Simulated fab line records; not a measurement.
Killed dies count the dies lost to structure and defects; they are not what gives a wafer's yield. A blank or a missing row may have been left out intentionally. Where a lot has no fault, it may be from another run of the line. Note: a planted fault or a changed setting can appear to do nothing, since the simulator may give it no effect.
fab line records + flow nand-harc
[record]
- lots = 6
- wafers = 18
- last-day = 26
route steps=1159 shown P_BONDPAD@357
lots that met no fault: taken from a fault-free run of the same line
start-h: hours from the record's opening day to when the first of the lot's shown wafers began + wait-h: time in hours since the lot's previous step + " the same as in the row above + L1.1+2: several wafers, shown together as one row + - no value present, or no start provided + * or withheld: withheld + < > ~ a bound
route shown NAME@n: a module of which the file shows steps, and the number in the route of the first + usual: mean and standard deviation over wafers with no fault + same: alike in all rows + chamber/n: place in a boat + sites: each site's reading + _std_site: the standard deviation of these + _edge_site: inner sites' mean taken away from outer sites' mean + radius-mm: how far each site lies from the wafer's centre + mask NAME#n: copy n + behind: the tool/chamber that last shaped the wafer + hold: the reason the lot was held/the length of the hold in hours/how it ended + device: names the non-switching transistor (n, p or np) + end of line: tests run on the same wafers once the route is complete + where a step has no rows: the recipe by itself + killed: dies lost to structure and defects at the first sort, not the wafer's yield + map: per-die view of a wafer (x killed, . not killed, _ where there is no die)
set.NAME: the run value of the setting; set.NAME@STEP: its run value at that earlier step + model.NAME: the simulator's own value behind a step, which no gauge read
lots seen at some steps along the route; tables by step, rows by wafer
services: a tool's chamber out of use, with start hour (start-h, from the record's first day; less than 0 if before it), hours out, and reason
[[steps]]
[step NHARC_P_BONDPAD_COAT_36]
[recipe]
- temp-c = 200
- time-s = 65
[step NHARC_P_BONDPAD_COAT_03]
[recipe]
- spin-rpm = 2000
- resist-thk-nm = 600
[step NHARC_P_BONDPAD_SOFTBAKE_04]
[recipe]
- temp-c = 125
- time-s = 70
[step NHARC_P_BONDPAD_EBR_05]
[step NHARC_P_BONDPAD_EXPOSE_06]
[recipe]
- na = 0.55
- dose-mj = 37.06
- mask-id = P_BPAD
[step NHARC_P_BONDPAD_PEB_07]
[recipe]
- peb-temp-c = 128
- peb-time-s = 80
[step NHARC_P_BONDPAD_DEVELOP_08]
[recipe]
- time-s = 50
- dev-temp-c = 22
[step NHARC_P_BONDPAD_CD_MEAS_09]
[recipe]
- target-cd-nm = 500
- landing-energy-ev = 500
[usual]
- cd-nm = 500.1/1.4
| lot.wafer | tool      | chamber | start-h | wait-h | cd-nm |
|-----------|-----------|---------|---------|--------|-------|
| L869.3    | cd-sem-02 | 0       | 171.49  | -      | 499.5 |
| L869.5    | "         | 0       | "       | "      | 499.1 |
| L869.6    | "         | 0       | "       | "      | 500.7 |
| L871.1    | cd-sem-02 | 0       | 172.59  | -      | 502.9 |
| L871.3    | "         | 0       | "       | "      | 502.4 |
| L871.5    | "         | 0       | "       | "      | 502.5 |
| L874.1    | cd-sem-01 | 0       | 208.11  | -      | 499.5 |
| L874.2    | "         | 0       | "       | "      | 499.8 |
| L874.3    | "         | 0       | "       | "      | 500.0 |
| L877.1    | cd-sem-03 | 0       | 209.22  | -      | 500.8 |
| L877.3    | "         | 0       | "       | "      | 501.3 |
| L877.4    | "         | 0       | "       | "      | 499.9 |
| L880.2    | cd-sem-01 | 0       | 235.41  | -      | 499.7 |
| L880.5    | "         | 0       | "       | "      | 498.2 |
| L880.6    | "         | 0       | "       | "      | 498.8 |
| L883.2    | cd-sem-03 | 0       | 245.84  | -      | 500.4 |
| L883.3    | "         | 0       | "       | "      | 498.8 |
| L883.4    | "         | 0       | "       | "      | 501.4 |
[step NHARC_P_BONDPAD_OVL_MEAS_38]
[usual]
- overlay-x-nm = 1/5.9
- overlay-y-nm = 0/6.9
| lot.wafer | tool       | chamber | start-h | wait-h | overlay-x-nm | overlay-y-nm |
|-----------|------------|---------|---------|--------|--------------|--------------|
| L869.3    | overlay-02 | -       | 171.58  | -      | 1            | 0            |
| L869.5    | "          | -       | "       | "      | 1            | 0            |
| L869.6    | "          | -       | "       | "      | 1            | 0            |
| L871.1    | overlay-01 | -       | 172.70  | -      | -2           | 7            |
| L871.3    | "          | -       | "       | "      | -2           | 6            |
| L871.5    | "          | -       | "       | "      | -1           | 6            |
| L874.1    | overlay-01 | -       | 208.20  | -      | 2            | 12           |
| L874.2    | "          | -       | "       | "      | 2            | 12           |
| L874.3    | "          | -       | "       | "      | 2            | 12           |
| L877.1    | overlay-02 | -       | 209.31  | -      | 4            | 4            |
| L877.3    | "          | -       | "       | "      | 4            | 5            |
| L877.4    | "          | -       | "       | "      | 4            | 4            |
| L880.2    | overlay-01 | -       | 235.50  | -      | 11           | -8           |
| L880.5    | "          | -       | "       | "      | 11           | -8           |
| L880.6    | "          | -       | "       | "      | 11           | -9           |
| L883.2    | overlay-01 | -       | 245.93  | -      | -1           | -12          |
| L883.3    | "          | -       | "       | "      | -1           | -10          |
| L883.4    | "          | -       | "       | "      | -1           | -11          |
[step NHARC_P_BONDPAD_HARDBAKE_10]
[recipe]
- temp-c = 118
- time-s = 65
[step NHARC_P_BONDPAD_DESCUM_11]
[recipe]
- time-s = 3
- o2-flow-sccm = 200
- ar-flow-sccm = 0
- bias-power-w = 0
- chemistry = O2
[usual]
- drypump-motor-current-A = 5.46/0.27
- mfc-ar-sccm = 0.006/0.0095
- oes-product-au = 1.000/0.008
- rf-vpp-V = 57.9/0.87
- showerhead-plenum-p-Torr = 1.93/0.074
- throttle-valve-pct = 11.312/0.0082
| lot.wafer | tool        | chamber | start-h | wait-h | drypump-motor-current-A | mfc-ar-sccm | oes-product-au | rf-hours-counter-h | rf-vpp-V | showerhead-plenum-p-Torr | throttle-valve-pct |
|-----------|-------------|---------|---------|--------|-------------------------|-------------|----------------|--------------------|----------|--------------------------|--------------------|
| L869.3    | rie-diel-08 | 1       | 171.71  | -      | 5.15                    | 0.024       | 0.999          | 4                  | 57.8     | 1.96                     | 11.305             |
| L869.6    | "           | 0       | "       | "      | 5.33                    | 0.003       | 0.998          | -                  | 57.8     | 1.90                     | 11.312             |
| L869.5    | "           | 1       | "       | "      | 5.17                    | 0.024       | 1.011          | -                  | 57.4     | 1.96                     | 11.301             |
| L871.3    | rie-diel-08 | 3       | 172.82  | -      | 5.48                    | 0           | 1.001          | 4                  | 57.6     | 1.98                     | 11.315             |
| L871.1    | "           | 2       | "       | "      | 5.90                    | 0           | 0.987          | 4                  | 58.2     | 2.05                     | 11.313             |
| L871.5    | "           | 0       | "       | "      | 5.31                    | 0.003       | 0.998          | -                  | 57.7     | 1.90                     | 11.318             |
| L874.1    | rie-diel-11 | 3       | 208.32  | -      | 5.73                    | 0           | 1.007          | 2                  | 58.1     | 1.88                     | 11.323             |
| L874.3    | "           | 1       | "       | "      | 5.68                    | 0           | 1.007          | 2                  | 57.8     | 1.95                     | 11.314             |
| L874.2    | "           | 2       | "       | "      | 5.78                    | 0.012       | 1.010          | 2                  | 57.5     | 1.88                     | 11.309             |
| L877.4    | rie-diel-08 | 0       | 209.44  | -      | 5.31                    | 0.003       | 1.002          | 7                  | 57.2     | 1.90                     | 11.293             |
| L877.3    | "           | 1       | "       | "      | 5.18                    | 0.024       | 1.000          | 8                  | 58.0     | 1.96                     | 11.298             |
| L877.1    | "           | 3       | "       | "      | 5.51                    | 0           | 1.012          | 8                  | 56.6     | 1.98                     | 11.324             |
| L880.2    | rie-diel-08 | 2       | 235.65  | -      | 5.88                    | 0           | 0.996          | 10                 | 58.9     | 2.05                     | 11.318             |
| L880.5    | "           | 3       | "       | "      | 5.49                    | 0           | 0.999          | -                  | 57.9     | 1.98                     | 11.310             |
| L880.6    | "           | 0       | "       | "      | 5.31                    | 0.003       | 0.999          | -                  | 58.7     | 1.89                     | 11.317             |
| L883.2    | rie-diel-09 | 0       | 246.06  | -      | 4.82                    | 0           | 1.013          | 62                 | 56.8     | 1.82                     | 11.326             |
| L883.4    | "           | 1       | "       | "      | 5.42                    | 0.007       | 0.998          | 62                 | 55.2     | 1.76                     | 11.292             |
| L883.3    | "           | 2       | "       | "      | 5.27                    | 0.003       | 0.996          | 63                 | 58.4     | 1.93                     | 11.314             |
[step NHARC_P_BONDPAD_ETCH_37]
[recipe]
- target-depth-a = 600
- overetch-a = 180
- time-s = 65.91
- ion-energy-ev = 200
- n2-flow-sccm = 150
- h2-flow-sccm = 150
- ar-flow-sccm = 0
- rf-w = 400
- bias-w = 150
- chemistry = N2/H2
[usual]
- drypump-motor-current-A = 5.50/0.28
- mfc-ar-sccm = 0.006/0.0092
- oes-product-au = 1.001/0.0079
- rf-vpp-V = 431.4/2.4
- run-length-s = 87.2/0.39
- showerhead-plenum-p-Torr = 2.07/0.082
- throttle-valve-pct = 14.172/0.0088
| lot.wafer | tool        | chamber | start-h | wait-h | drypump-motor-current-A | mfc-ar-sccm | oes-product-au | rf-hours-counter-h | rf-vpp-V | run-length-s | showerhead-plenum-p-Torr | throttle-valve-pct |
|-----------|-------------|---------|---------|--------|-------------------------|-------------|----------------|--------------------|----------|--------------|--------------------------|--------------------|
| L869.3    | rie-diel-08 | 2       | 171.81  | 0.1    | 5.89                    | 0           | 0.991          | 4                  | 434.5    | 87.5         | 2.19                     | 14.162             |
| L869.6    | "           | 3       | "       | "      | 5.48                    | 0           | 1.000          | -                  | 434.5    | 86.7         | 2.11                     | 14.179             |
| L869.5    | "           | 0       | "       | "      | 5.32                    | 0.003       | 1.000          | -                  | 430.3    | 86.5         | 2.02                     | 14.160             |
| L871.3    | rie-diel-08 | 2       | 172.91  | 0.1    | 5.91                    | 0           | 1.008          | 4                  | 434.8    | 87.2         | 2.19                     | 14.163             |
| L871.1    | "           | 0       | "       | "      | 5.31                    | 0.003       | 0.989          | 4                  | 430.6    | 86.8         | 2.02                     | 14.163             |
| L871.5    | "           | 2       | "       | "      | 5.92                    | 0           | 0.997          | -                  | 434.8    | 87.7         | 2.19                     | 14.172             |
| L874.1    | rie-diel-11 | 1       | 208.41  | 0.1    | 5.70                    | 0           | 1.021          | 2                  | 432.1    | 87.8         | 2.07                     | 14.160             |
| L874.2    | "           | 2       | "       | "      | 5.74                    | 0.012       | 1.008          | 2                  | 430.6    | 87.1         | 2.01                     | 14.181             |
| L874.3    | "           | 3       | "       | "      | 5.74                    | 0           | 0.994          | 2                  | 428.8    | 87.4         | 2.00                     | 14.175             |
| L877.3    | rie-diel-08 | 0       | 209.53  | 0.1    | 5.31                    | 0.003       | 1.003          | 7                  | 430.3    | 86.7         | 2.02                     | 14.170             |
| L877.4    | "           | 2       | "       | "      | 5.92                    | 0           | 1.000          | 8                  | 436.4    | 87.9         | 2.19                     | 14.166             |
| L877.1    | "           | 3       | "       | "      | 5.49                    | 0           | 1.003          | 8                  | 433.1    | 86.6         | 2.11                     | 14.170             |
| L880.2    | rie-diel-08 | 2       | 235.71  | 0.1    | 5.89                    | 0           | 0.993          | 10                 | 433.8    | 88.0         | 2.19                     | 14.170             |
| L880.6    | "           | 2       | "       | "      | 5.90                    | 0           | 1.005          | -                  | 434.9    | 87.4         | 2.19                     | 14.177             |
| L880.5    | "           | 3       | "       | "      | 5.50                    | 0           | 1.004          | -                  | 432.6    | 87.0         | 2.11                     | 14.155             |
| L883.3    | rie-diel-09 | 3       | 246.15  | 0.1    | 5.23                    | 0.029       | 0.985          | 63                 | 431.9    | 87.1         | 2.06                     | 14.162             |
| L883.2    | "           | 0       | "       | "      | 4.82                    | 0           | 0.999          | 62                 | 428.3    | 87.3         | 1.93                     | 14.182             |
| L883.4    | "           | 1       | "       | "      | 5.41                    | 0.007       | 0.997          | 62                 | 427.2    | 87.3         | 1.88                     | 14.167             |
[step NHARC_P_BONDPAD_ETCH_12]
[recipe]
- target-depth-a = 2000
- time-s = 100
- chf3-flow-sccm = 50
- o2-flow-sccm = 10
- ar-flow-sccm = 200
- rf-w = 500
- bias-w = 200
- chemistry = CHF3/O2
[usual]
- drypump-motor-current-A = 5.47/0.29
- mfc-ar-sccm = 200.0/0.59
- oes-product-au = 0.951/0.024
- rf-vpp-V = 371.2/2.1
- run-length-s = 121.3/0.42
- showerhead-plenum-p-Torr = 2.43/0.09
- throttle-valve-pct = 20.572/0.0091
| lot.wafer | tool        | chamber | start-h | wait-h | drypump-motor-current-A | mfc-ar-sccm | oes-product-au | rf-hours-counter-h | rf-vpp-V | run-length-s | showerhead-plenum-p-Torr | throttle-valve-pct |
|-----------|-------------|---------|---------|--------|-------------------------|-------------|----------------|--------------------|----------|--------------|--------------------------|--------------------|
| L869.3    | rie-diel-08 | 1       | 171.89  | -      | 5.15                    | 200.5       | 0.926          | 4                  | 371.8    | 121.1        | 2.46                     | 20.580             |
| L869.6    | "           | 0       | "       | "      | 5.31                    | 199.0       | 0.930          | -                  | 370.4    | 120.8        | 2.38                     | 20.559             |
| L869.5    | "           | 1       | "       | "      | 5.17                    | 200.0       | 0.926          | -                  | 370.8    | 121.8        | 2.46                     | 20.550             |
| L871.3    | rie-diel-08 | 3       | 173.02  | -      | 5.48                    | 199.5       | 0.930          | 4                  | 372.9    | 121.0        | 2.48                     | 20.565             |
| L871.1    | "           | 0       | "       | "      | 5.29                    | 200.8       | 0.915          | 4                  | 370.8    | 120.5        | 2.38                     | 20.581             |
| L871.5    | "           | 2       | "       | "      | 5.91                    | 199.6       | 0.921          | -                  | 372.4    | 121.4        | 2.57                     | 20.563             |
| L874.3    | rie-diel-11 | 2       | 208.50  | -      | 5.77                    | 200.1       | 0.992          | 2                  | 369.5    | 121.7        | 2.37                     | 20.574             |
| L874.1    | "           | 3       | "       | "      | 5.74                    | 199.6       | 0.961          | 2                  | 369.7    | 121.2        | 2.36                     | 20.561             |
| L874.2    | "           | 1       | "       | "      | 5.69                    | 200.4       | 0.991          | 2                  | 370.0    | 122.5        | 2.44                     | 20.575             |
| L877.1    | rie-diel-08 | 2       | 209.62  | -      | 5.92                    | 200.9       | 0.926          | 8                  | 372.3    | 113.6        | 2.56                     | 20.567             |
| L877.4    | "           | 3       | "       | "      | 5.47                    | 198.9       | 0.919          | 8                  | 373.1    | 120.7        | 2.48                     | 20.579             |
| L877.3    | "           | 1       | "       | "      | 5.17                    | 199.9       | 0.930          | 8                  | 372.1    | 121.4        | 2.46                     | 20.592             |
| L880.2    | rie-diel-08 | 3       | 235.81  | -      | 5.48                    | 199.3       | 0.923          | 10                 | 372.5    | 113.8        | 2.48                     | 20.573             |
| L880.5    | "           | 1       | "       | "      | 5.16                    | 200.6       | 0.938          | -                  | 370.6    | 121.0        | 2.46                     | 20.575             |
| L880.6    | "           | 2       | "       | "      | 5.90                    | 198.9       | 0.922          | -                  | 374.1    | 121.5        | 2.56                     | 20.589             |
| L883.4    | rie-diel-09 | 3       | 246.25  | -      | 5.20                    | 201.3       | 0.974          | 63                 | 371.0    | 121.3        | 2.42                     | 20.571             |
| L883.2    | "           | 1       | "       | "      | 5.40                    | 199.3       | 0.949          | 62                 | 365.1    | 120.8        | 2.22                     | 20.574             |
| L883.3    | "           | 2       | "       | "      | 5.30                    | 199.8       | 0.969          | 64                 | 370.7    | 122.2        | 2.43                     | 20.575             |
[step NHARC_P_BONDPAD_CD_MEAS_13]
[usual]
- cd-nm = 499.6/1.5
| lot.wafer | tool      | chamber | start-h | wait-h | cd-nm |
|-----------|-----------|---------|---------|--------|-------|
| L869.3    | cd-sem-01 | -       | 172.02  | -      | 497.8 |
| L869.5    | "         | -       | "       | "      | 497.9 |
| L869.6    | "         | -       | "       | "      | 499.2 |
| L871.1    | cd-sem-03 | -       | 173.14  | -      | 501.9 |
| L871.3    | "         | -       | "       | "      | 501.7 |
| L871.5    | "         | -       | "       | "      | 501.3 |
| L874.1    | cd-sem-02 | -       | 208.64  | -      | 499.4 |
| L874.2    | "         | -       | "       | "      | 499.8 |
| L874.3    | "         | -       | "       | "      | 500.0 |
| L877.1    | cd-sem-02 | -       | 209.76  | -      | 500.9 |
| L877.3    | "         | -       | "       | "      | 500.1 |
| L877.4    | "         | -       | "       | "      | 499.8 |
| L880.2    | cd-sem-01 | -       | 235.94  | -      | 499.0 |
| L880.5    | "         | -       | "       | "      | 496.5 |
| L880.6    | "         | -       | "       | "      | 499.0 |
| L883.2    | cd-sem-01 | -       | 246.39  | -      | 499.9 |
| L883.3    | "         | -       | "       | "      | 499.4 |
| L883.4    | "         | -       | "       | "      | 501.4 |
[[services]]
| tool        | chamber | start-h | hours | kind   |
|-------------|---------|---------|-------|--------|
| rie-diel-08 | 0       | 158.37  | -     | clean  |
| rie-diel-08 | 1       | 158.37  | -     | clean  |
| rie-diel-08 | 2       | 158.37  | -     | clean  |
| rie-diel-08 | 3       | 158.37  | -     | clean  |
| rie-diel-08 | -       | 159.65  | 0.1   | repair |
| rie-diel-09 | 0       | 159.68  | -     | clean  |
| rie-diel-09 | 1       | 159.68  | -     | clean  |
| rie-diel-09 | 2       | 159.68  | -     | clean  |
| rie-diel-09 | 3       | 159.68  | -     | clean  |
| rie-diel-11 | 0       | 169.82  | -     | clean  |
| rie-diel-08 | 0       | 182.87  | -     | clean  |
| rie-diel-08 | 1       | 182.87  | -     | clean  |
| rie-diel-08 | 2       | 182.87  | -     | clean  |
| rie-diel-08 | 3       | 182.87  | -     | clean  |
| rie-diel-11 | -       | 189.65  | 9.0   | pm     |
| rie-diel-08 | 0       | 207.37  | -     | clean  |
| rie-diel-08 | 1       | 207.37  | -     | clean  |
| rie-diel-08 | 2       | 207.37  | -     | clean  |
| rie-diel-08 | 3       | 207.37  | -     | clean  |
| rie-diel-08 | 0       | 231.87  | -     | clean  |
| rie-diel-08 | 1       | 231.87  | -     | clean  |
| rie-diel-08 | 2       | 231.87  | -     | clean  |
| rie-diel-08 | 3       | 231.87  | -     | clean  |
| rie-diel-11 | 1       | 241.89  | 9.1   | repair |
[[key]]
[first-sign]
- step = NHARC_P_BONDPAD_ETCH_12
- reading = run-length-s
- direction = down
- sigmas = 18
- usual = *
- struck = *
effect none on later readings
met-at NHARC_P_BONDPAD_ETCH_12
struck-wafers L877.1,L880.2
sort-left-out L877.1,L880.2
onset-between 173.02 209.62
[fault]
- kind = process-parameter-drift
- tool = rie-diel-08
- chamber = -
- onset-h = 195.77
- steps = NHARC_P_BONDPAD_ETCH_12
- channel = time-s
- offset = *
- shape = step
- end-h = 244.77
- scope = struck-wafers-only
- acts-in = *
- stated = *
// sort-left-out: the simulated sort isn't trusted on such a fault, so these wafers' sort isn't shown, and their yield isn't known
